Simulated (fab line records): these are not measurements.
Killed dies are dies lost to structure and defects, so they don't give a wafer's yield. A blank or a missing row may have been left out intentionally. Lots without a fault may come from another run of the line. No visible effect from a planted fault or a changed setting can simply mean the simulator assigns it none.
Matching of chambers -- flow n5 finfet -- rie diel-01 running N5_BEOL_M2_ETCH_74: 4 sister chambers
The step etches underlayer in N2/H2, target depth 6.5 nm, time 5.2 s. 8 wafers are shown with their chamber, then 9 later ones without.

== EACH WAFER AND ITS CHAMBER ==
wafer,chamber,throttle valve pct (%),showerhead plenum p Torr (Torr)
L077.3,2,18.11,2.65
L077.5,1,17.69,2.50
L080.2,1,17.72,2.49
L080.3,0,17.66,2.45
L080.6,3,18.19,2.61
L082.2,3,18.21,2.61
L082.3,2,18.11,2.64
L082.5,0,17.67,2.45

== WAFERS WITH NO CHAMBER GIVEN ==
wafer,throttle valve pct (%),showerhead plenum p Torr (Torr)
L083.2,17.69,2.45
L083.3,17.73,2.49
L083.6,18.12,2.64
L088.2,18.27,2.60
L088.3,17.68,2.45
L088.5,17.73,2.49
L093.3,18.26,2.60
L093.5,17.74,2.48
L093.6,18.12,2.63

== WHICH CHAMBER EACH ONE RAN IN ==
wafer,from the rows above,in truth
L083.2,0,0
L083.3,1,1
L083.6,2,2
L088.2,3,3
L088.3,0,0
L088.5,1,1
L093.3,3,3
L093.5,1,1
L093.6,2,2
9 of 9 placed correctly. Can't be placed from these rows: 0. Placed wrongly: 0.
How it was worked out, from the rows above alone: a wafer's distance from a chamber is the root of the sum, over the readings, of the square of ((its reading less the chamber's mean) divided by the reading's scatter). If the next closest chamber is less than 2 further off than the closest, the wafer can't be placed; otherwise it belongs to the closest. For every chamber, the mean is computed from those of its wafers that are shown. How the scatter is found: for the shown wafers, subtract from each reading the mean of its chamber, square and add these, divide the total by (wafers less chambers), then take the root.
